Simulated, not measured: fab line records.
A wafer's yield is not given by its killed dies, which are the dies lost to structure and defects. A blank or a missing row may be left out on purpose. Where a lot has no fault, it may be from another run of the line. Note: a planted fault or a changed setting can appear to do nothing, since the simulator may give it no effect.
Chamber matching || flow nand harc || rie diel-08 running NHARC_A_ZERO_WELL_DESCUM_12: 4 sister chambers
The step chemistry O2, time 3 s. 27 wafers are shown with their chamber, then 12 later ones without.

WAFERS PAIRED WITH THEIR CHAMBERS
{"wafer": "L074.2", "chamber": 2, "showerhead plenum p Torr (Torr)": 1.90, "drypump motor current A (A)": 5.69, "rf vpp V (V)": 58.6}
{"wafer": "L074.3", "chamber": 1, "showerhead plenum p Torr (Torr)": 1.79, "drypump motor current A (A)": 5.60, "rf vpp V (V)": 57.2}
{"wafer": "L074.6", "chamber": 0, "showerhead plenum p Torr (Torr)": 1.87, "drypump motor current A (A)": 5.29, "rf vpp V (V)": 57.2}
{"wafer": "L078.1", "chamber": 0, "showerhead plenum p Torr (Torr)": 1.87, "drypump motor current A (A)": 5.24, "rf vpp V (V)": 57.9}
{"wafer": "L078.2", "chamber": 3, "showerhead plenum p Torr (Torr)": 1.87, "drypump motor current A (A)": 5.36, "rf vpp V (V)": 56.6}
{"wafer": "L078.3", "chamber": 1, "showerhead plenum p Torr (Torr)": 1.79, "drypump motor current A (A)": 5.62, "rf vpp V (V)": 58.2}
{"wafer": "L081.2", "chamber": 0, "showerhead plenum p Torr (Torr)": 1.87, "drypump motor current A (A)": 5.27, "rf vpp V (V)": 57.9}
{"wafer": "L081.3", "chamber": 1, "showerhead plenum p Torr (Torr)": 1.79, "drypump motor current A (A)": 5.59, "rf vpp V (V)": 57.9}
{"wafer": "L081.5", "chamber": 0, "showerhead plenum p Torr (Torr)": 1.87, "drypump motor current A (A)": 5.31, "rf vpp V (V)": 58.7}
{"wafer": "L082.1", "chamber": 1, "showerhead plenum p Torr (Torr)": 1.79, "drypump motor current A (A)": 5.62, "rf vpp V (V)": 58.1}
{"wafer": "L082.2", "chamber": 0, "showerhead plenum p Torr (Torr)": 1.87, "drypump motor current A (A)": 5.30, "rf vpp V (V)": 56.8}
{"wafer": "L082.5", "chamber": 3, "showerhead plenum p Torr (Torr)": 1.87, "drypump motor current A (A)": 5.36, "rf vpp V (V)": 58.8}
{"wafer": "L087.3", "chamber": 0, "showerhead plenum p Torr (Torr)": 1.87, "drypump motor current A (A)": 5.28, "rf vpp V (V)": 56.9}
{"wafer": "L087.4", "chamber": 3, "showerhead plenum p Torr (Torr)": 1.86, "drypump motor current A (A)": 5.36, "rf vpp V (V)": 58.8}
{"wafer": "L087.6", "chamber": 3, "showerhead plenum p Torr (Torr)": 1.86, "drypump motor current A (A)": 5.35, "rf vpp V (V)": 57.9}
{"wafer": "L088.3", "chamber": 2, "showerhead plenum p Torr (Torr)": 1.90, "drypump motor current A (A)": 5.69, "rf vpp V (V)": 58.1}
{"wafer": "L088.4", "chamber": 1, "showerhead plenum p Torr (Torr)": 1.79, "drypump motor current A (A)": 5.61, "rf vpp V (V)": 58.2}
{"wafer": "L088.6", "chamber": 2, "showerhead plenum p Torr (Torr)": 1.90, "drypump motor current A (A)": 5.71, "rf vpp V (V)": 58.6}
{"wafer": "L089.1", "chamber": 0, "showerhead plenum p Torr (Torr)": 1.87, "drypump motor current A (A)": 5.28, "rf vpp V (V)": 57.4}
{"wafer": "L089.2", "chamber": 1, "showerhead plenum p Torr (Torr)": 1.79, "drypump motor current A (A)": 5.62, "rf vpp V (V)": 57.0}
{"wafer": "L089.6", "chamber": 2, "showerhead plenum p Torr (Torr)": 1.90, "drypump motor current A (A)": 5.67, "rf vpp V (V)": 58.8}
{"wafer": "L090.2", "chamber": 2, "showerhead plenum p Torr (Torr)": 1.90, "drypump motor current A (A)": 5.69, "rf vpp V (V)": 59.2}
{"wafer": "L090.3", "chamber": 1, "showerhead plenum p Torr (Torr)": 1.79, "drypump motor current A (A)": 5.63, "rf vpp V (V)": 57.5}
{"wafer": "L090.5", "chamber": 1, "showerhead plenum p Torr (Torr)": 1.79, "drypump motor current A (A)": 5.62, "rf vpp V (V)": 57.8}
{"wafer": "L091.3", "chamber": 1, "showerhead plenum p Torr (Torr)": 1.79, "drypump motor current A (A)": 5.61, "rf vpp V (V)": 57.6}
{"wafer": "L091.4", "chamber": 1, "showerhead plenum p Torr (Torr)": 1.79, "drypump motor current A (A)": 5.60, "rf vpp V (V)": 57.5}
{"wafer": "L091.6", "chamber": 2, "showerhead plenum p Torr (Torr)": 1.90, "drypump motor current A (A)": 5.69, "rf vpp V (V)": 58.3}

SIGNATURES (averages over the wafers above)
{"reading": "showerhead plenum p Torr", "chamber 0": 1.8700, "chamber 1": 1.7900, "chamber 2": 1.9000, "chamber 3": 1.8650, "scatter within a chamber": 0.00209}
{"reading": "drypump motor current A", "chamber 0": 5.2814, "chamber 1": 5.6120, "chamber 2": 5.6900, "chamber 3": 5.3575, "scatter within a chamber": 0.0152}
{"reading": "rf vpp V", "chamber 0": 57.543, "chamber 1": 57.700, "chamber 2": 58.600, "chamber 3": 58.025, "scatter within a chamber": 0.598}
Rule: a wafer lies at a distance from a chamber equal to the root of the sum of squares, over the readings, of (its reading less the chamber's mean, divided by the reading's scatter). If the next closest chamber is less than 2 further off than the closest, the wafer can't be placed; otherwise it belongs to the closest. The scatter: take each reading less its chamber's mean, square it, sum over the shown wafers, divide by the number of wafers less the number of chambers, and take the root.

WAFERS WHOSE CHAMBER IS MISSING
{"wafer": "L092.4", "showerhead plenum p Torr (Torr)": 1.79, "drypump motor current A (A)": 5.61, "rf vpp V (V)": 56.4}
{"wafer": "L092.5", "showerhead plenum p Torr (Torr)": 1.87, "drypump motor current A (A)": 5.29, "rf vpp V (V)": 56.2}
{"wafer": "L092.6", "showerhead plenum p Torr (Torr)": 1.86, "drypump motor current A (A)": 5.37, "rf vpp V (V)": 58.0}
{"wafer": "L094.1", "showerhead plenum p Torr (Torr)": 1.90, "drypump motor current A (A)": 5.71, "rf vpp V (V)": 56.1}
{"wafer": "L094.2", "showerhead plenum p Torr (Torr)": 1.86, "drypump motor current A (A)": 5.36, "rf vpp V (V)": 57.8}
{"wafer": "L094.4", "showerhead plenum p Torr (Torr)": 1.87, "drypump motor current A (A)": 5.27, "rf vpp V (V)": 57.5}
{"wafer": "L095.2", "showerhead plenum p Torr (Torr)": 1.90, "drypump motor current A (A)": 5.70, "rf vpp V (V)": 57.3}
{"wafer": "L095.5", "showerhead plenum p Torr (Torr)": 1.90, "drypump motor current A (A)": 5.69, "rf vpp V (V)": 56.6}
{"wafer": "L095.6", "showerhead plenum p Torr (Torr)": 1.79, "drypump motor current A (A)": 5.61, "rf vpp V (V)": 58.1}
{"wafer": "L096.2", "showerhead plenum p Torr (Torr)": 1.86, "drypump motor current A (A)": 5.37, "rf vpp V (V)": 57.1}
{"wafer": "L096.3", "showerhead plenum p Torr (Torr)": 1.87, "drypump motor current A (A)": 5.32, "rf vpp V (V)": 58.8}
{"wafer": "L096.5", "showerhead plenum p Torr (Torr)": 1.86, "drypump motor current A (A)": 5.37, "rf vpp V (V)": 57.6}

WHICH CHAMBER EACH WENT THROUGH
{"wafer": "L092.4", "from the rows above": 1, "in truth": 1}
{"wafer": "L092.5", "from the rows above": 0, "in truth": 0}
{"wafer": "L092.6", "from the rows above": 3, "in truth": 3}
{"wafer": "L094.1", "from the rows above": 2, "in truth": 2}
{"wafer": "L094.2", "from the rows above": 3, "in truth": 3}
{"wafer": "L094.4", "from the rows above": 0, "in truth": 0}
{"wafer": "L095.2", "from the rows above": 2, "in truth": 2}
{"wafer": "L095.5", "from the rows above": 2, "in truth": 2}
{"wafer": "L095.6", "from the rows above": 1, "in truth": 1}
{"wafer": "L096.2", "from the rows above": 3, "in truth": 3}
{"wafer": "L096.3", "from the rows above": "can't be placed: 0 or 3", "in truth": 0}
{"wafer": "L096.5", "from the rows above": 3, "in truth": 3}
11 of 12 placed correctly. From these rows, 1 cannot be placed; in 1 the true chamber is one of the candidates. 0 placed wrongly.
